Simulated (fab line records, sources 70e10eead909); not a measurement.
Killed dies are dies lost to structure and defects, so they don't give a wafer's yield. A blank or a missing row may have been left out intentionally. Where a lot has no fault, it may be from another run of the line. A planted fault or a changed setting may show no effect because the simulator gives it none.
Matching of chambers    flow nand-harc    rie-diel-07 running NHARC_A_CHANNEL_FILL_D1_ETCHBACK_20: 4 sister chambers
The step etches the open film in C4F8/O2/Ar, target depth 27 nm, time 13.5 s. 8 wafers are shown with their chamber, then 10 later ones without.

WAFERS PAIRED WITH THEIR CHAMBERS
wafer   chamber  rf-vpp-V (V)  chamber-pressure-mTorr (mTorr)
L080.5  0        971           24.970
L086.5  0        970           24.986
L086.6  1        988           24.995
L089.3  3        968           24.965
L089.5  3        970           25.024
L089.6  2        979           24.996
L091.1  2        978           24.981
L091.3  1        988           25.002

WAFERS MISSING THEIR CHAMBER
wafer   rf-vpp-V (V)  chamber-pressure-mTorr (mTorr)
L091.6  968           24.986
L093.1  977           25.010
L093.4  971           24.978
L093.6  969           25.002
L095.1  988           24.969
L095.4  978           25.003
L095.5  979           25.004
L096.2  978           24.974
L096.3  970           25.022
L096.5  971           25.036

WHICH CHAMBER EACH WENT THROUGH
wafer   from the rows above      in truth
L091.6  can't be placed: 3 or 0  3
L093.1  2                        2
L093.4  can't be placed: 0 or 3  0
L093.6  can't be placed: 3 or 0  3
L095.1  1                        1
L095.4  2                        2
L095.5  2                        2
L096.2  2                        2
L096.3  can't be placed: 3 or 0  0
L096.5  can't be placed: 0 or 3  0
Placed correctly: 5 of 10. Not placeable from these rows: 5 (in 5, the candidates include the true chamber). Number placed wrongly: 0.
How it was worked out, from the rows above alone: a wafer's distance from a chamber is the root of the sum, over the readings, of the square of ((its reading less the chamber's mean) divided by the reading's scatter). The wafer belongs to the nearest chamber; if the next one is less than 2 further off, it can't be placed. For every chamber, the mean is computed from those of its wafers that are shown. The scatter: take each reading less its chamber's mean, square it, sum over the shown wafers, divide by the number of wafers less the number of chambers, and take the root.
